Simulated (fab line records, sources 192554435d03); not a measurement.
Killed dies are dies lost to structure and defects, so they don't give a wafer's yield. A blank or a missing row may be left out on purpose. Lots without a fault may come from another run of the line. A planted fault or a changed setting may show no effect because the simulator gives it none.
Which tool did it? | flow n5_finfet | 10 lots, 30 wafers sampled, at 1 step of a route of 1938

WHAT THE GAUGES READ, wafer by wafer
N5_BEOL_M15_OVL_MEAS_29.
lot  | measured     | on         | M15_OVL (nm)
L322 | day 11 11:36 | overlay-02 | 7 6 14
L323 | day 12 05:10 | overlay-01 | -4 -9 2
L328 | day 13 15:19 | overlay-02 | 8 12 7
L329 | day 14 03:38 | overlay-01 | 2 -15 -12
L330 | day 14 05:17 | overlay-01 | 3 -5 0
L335 | day 15 03:58 | overlay-02 | -1 -1 0
L337 | day 15 11:16 | overlay-02 | 5 -4 -8
L340 | day 16 12:38 | overlay-01 | -2 2 3
L343 | day 17 00:04 | overlay-02 | -3 -1 -7
L341 | day 17 01:51 | overlay-02 | -4 -5 -6

WHICH TOOL RAN EACH LOT (tool, then ch and the chambers of the sampled wafers, then the start)
The record holds no process step before these readings.

THE ANSWER, worked out from the rows above alone
Rule: what is usual is taken from the lots themselves. Put in order of their means at a reading, lots are off if they are a third of the lots or fewer, leave a main group of 4 or more, and stand apart from it by a gap of 3 or more times the standard deviation of the main group's means; of several such gaps the widest counts. A main group whose means are all the same, to the digits that the tables above print for the reading, isn't used. A lot without any number at a reading at which 4 lots or more have one is off too. The other lots that the step has rows for count as sound.
No lot is off at any reading shown: from this, nothing can be told.

WHAT THE SIMULATOR HAD PUT IN
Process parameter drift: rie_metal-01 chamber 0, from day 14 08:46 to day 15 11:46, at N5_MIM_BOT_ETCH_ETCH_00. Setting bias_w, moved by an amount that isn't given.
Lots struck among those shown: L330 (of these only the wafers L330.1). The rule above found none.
